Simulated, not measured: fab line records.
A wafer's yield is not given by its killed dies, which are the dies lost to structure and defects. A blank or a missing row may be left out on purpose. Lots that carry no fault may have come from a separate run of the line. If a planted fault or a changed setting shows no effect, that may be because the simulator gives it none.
Matching of chambers | flow nand-harc | NHARC_P_GATE_STRIP_108 on rie-diel-12 has 4 sister chambers
The step strips in O2. 4 wafers are shown with their chamber, then 9 later ones without.

== WAFERS WITH THEIR CHAMBER ==
wafer  | chamber | drypump-motor-current-A (A)
L082.1 | 3       | 6.2
L090.2 | 1       | 4.9
L090.3 | 2       | 5.7
L090.5 | 0       | 5.0

== WAFERS WITH NO CHAMBER GIVEN ==
wafer  | drypump-motor-current-A (A)
L091.3 | 5.8
L091.4 | 5.0
L091.6 | 5.8
L092.4 | 6.2
L092.5 | 4.9
L092.6 | 5.1
L096.2 | 6.3
L096.3 | 5.8
L096.5 | 5.8

== WHICH CHAMBER EACH ONE RAN IN ==
wafer  | from the rows above     | in truth
L091.3 | 2                       | 2
L091.4 | can't be placed: 0 or 1 | 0
L091.6 | 2                       | 2
L092.4 | 3                       | 3
L092.5 | can't be placed: 1 or 0 | 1
L092.6 | can't be placed: 0 or 1 | 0
L096.2 | 3                       | 3
L096.3 | 2                       | 2
L096.5 | 2                       | 2
Correctly placed: 6 of 9. Unplaceable from these rows: 3, with the true chamber sitting among the candidates in 3. 0 placed wrongly.
How it was worked out, from the rows above alone: a wafer's distance from a chamber is the root of the sum, over the readings, of the square of ((its reading less the chamber's mean) divided by the reading's scatter). The wafer belongs to the nearest chamber; if the next one is less than 2 further off, it can't be placed. The mean given for a chamber averages the wafers shown for that chamber. The scatter (one wafer shown for each chamber): square how far every hidden wafer sits from the nearest shown wafer, average those squares and take the square root.
